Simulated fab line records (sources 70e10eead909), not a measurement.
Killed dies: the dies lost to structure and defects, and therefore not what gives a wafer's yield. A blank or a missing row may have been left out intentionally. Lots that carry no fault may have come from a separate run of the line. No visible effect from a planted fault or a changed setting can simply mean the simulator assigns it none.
Struck lot and sound lot, side by side + flow nand harc + 12 out of 1302 route steps
Sound: wafers L746.2, L746.3, L746.6. Wafers struck: L753.1, L753.3, L753.6. The cause comes at the end.
Order at every step that has rows: each side's tool, ch and its chambers, its first start. Under that, the readings that differ: sound wafers + struck wafers + difference of the means + sigmas: that difference in standard deviations of wafers without a fault.
alike: words and numbers the same on both sides, and readings whose means are apart by under 2 such deviations; not compared: readings that were withheld, readings missing a value for some wafer, numbers with overlapping values and no deviation given by the record, and bounds like >300 which may hide the same value.
The two part at a step that has a row with sigmas, a row that says differs or no value, or rows on one side only. When numbers do not overlap yet have no deviation, they are printed without sigmas and do not part them. A reading that every wafer of one side lacks parts them only if that side has two wafers or more.

NHARC_A_STAIRCASE_STRIP_175: strips in O2.
  sound on plasma asher-02 ch 0, day 19 04:11; struck on plasma asher-02 ch 0,1, day 21 20:35
  alike: drypump motor current A, heater power w
  not compared: rf hours counter h
then, 10 steps without rows for these wafers: NHARC_A_STAIRCASE_STRIP_148 (strips in SPM, time 900 s); NHARC_A_STAIRCASE_PRECLEAN_149 (cleans in SC1); NHARC_A_STAIRCASE_SRD_150; NHARC_A_STAIRCASE_DEHYDRATE_176 (time 120 s); NHARC_A_STAIRCASE_HMDS_177 (time 30 s); NHARC_A_STAIRCASE_COAT_178; NHARC_A_STAIRCASE_SOFTBAKE_179 (time 170 s); NHARC_A_STAIRCASE_EBR_180; NHARC_A_STAIRCASE_EXPOSE_181 (exposes mask STAIR 2); NHARC_A_STAIRCASE_PEB_182 (peb time 130 s).
NHARC_A_STAIRCASE_DEVELOP_183: time 140 s.
  sound on litho track-03 ch 0, day 19 05:00; struck on litho track-07, day 21 21:00
  no value came back on the struck wafers for chill plate temp C (C), exhaust pa (Pa), resist line temp C (C), time s (s); on the sound wafers chill plate temp C (C) reads 22.97 23.07 22.99

WHERE THEY PART
Only at NHARC_A_STAIRCASE_DEVELOP_183, as far as this record shows.

WHY: what the simulator had put in
Beginning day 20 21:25, the whole step at NHARC_A_STAIRCASE_DEVELOP_183 was skipped on litho track-07. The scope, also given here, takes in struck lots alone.
